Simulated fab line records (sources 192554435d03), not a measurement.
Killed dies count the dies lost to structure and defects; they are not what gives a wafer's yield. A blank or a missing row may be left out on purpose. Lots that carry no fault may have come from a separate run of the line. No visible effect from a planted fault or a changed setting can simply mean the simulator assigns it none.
A single fault, viewed from 2 desks | flow n5Finfet | each desk holds nothing but its own numbers, with what lay behind them at the end

== DESK OF THE TOOL OWNER: pecvd-04 ==
The tool's own readings at N5_BEOL_M9_DEP_56 (deposits SiCN from 3MS/NH3, target thk 15 nm, time 26.5 s): means of the sampled wafers that have a number, for each lot that ran on this tool. If a lot's mean is further than 4 standard deviations from the usual mean, the lot is out of limits and carries the mark OUT (the distance appears in the brackets).
Columns: A = showerheadPlenumPTorr at N5_BEOL_M9_DEP_56, usual 3.661 Torr; B = throttleValvePct at N5_BEOL_M9_DEP_56, usual 9.2 %
lot  | first seen here | A     | B
L873 | day 10 00:35    | 3.663 | 9.3
L882 | day 12 01:12    | 3.660 | 9.3
L883 | day 12 07:03    | 3.665 | 9.2
Finding of this desk: none of the 3 lots has anything out of limits.

== THE METROLOGY DESK ==
Lot by lot, what the gauges showed, no matter which tool ran the lot: averages of those sampled wafers that carry a number. If a lot's mean is further than 4 standard deviations from the usual mean, the lot is out of limits and carries the mark OUT (the distance appears in the brackets).
Columns: A = M9_THK at N5_BEOL_M9_THK_MEAS_53, usual 142 nm; B = M9_RS at N5_BEOL_M9_RS_MEAS_57, usual 0.152 ohm/sq
lot  | first seen here | A   | B
L873 | day 10 00:32    | 141 | 0.152
L882 | day 12 01:08    | 142 | 0.152
L883 | day 12 06:59    | 146 | 0.149
L885 | day 13 00:00    | 140 | 0.154
L889 | day 13 19:58    | 148 | 0.145
L891 | day 14 06:19    | 141 | 0.153
Finding of this desk: none of the 6 lots has anything out of limits.

== PUT TOGETHER ==
The desk of the tool owner found nothing out of limits.
The metrology desk saw nothing out of limits.

== WHAT THE SIMULATOR PUT IN ==
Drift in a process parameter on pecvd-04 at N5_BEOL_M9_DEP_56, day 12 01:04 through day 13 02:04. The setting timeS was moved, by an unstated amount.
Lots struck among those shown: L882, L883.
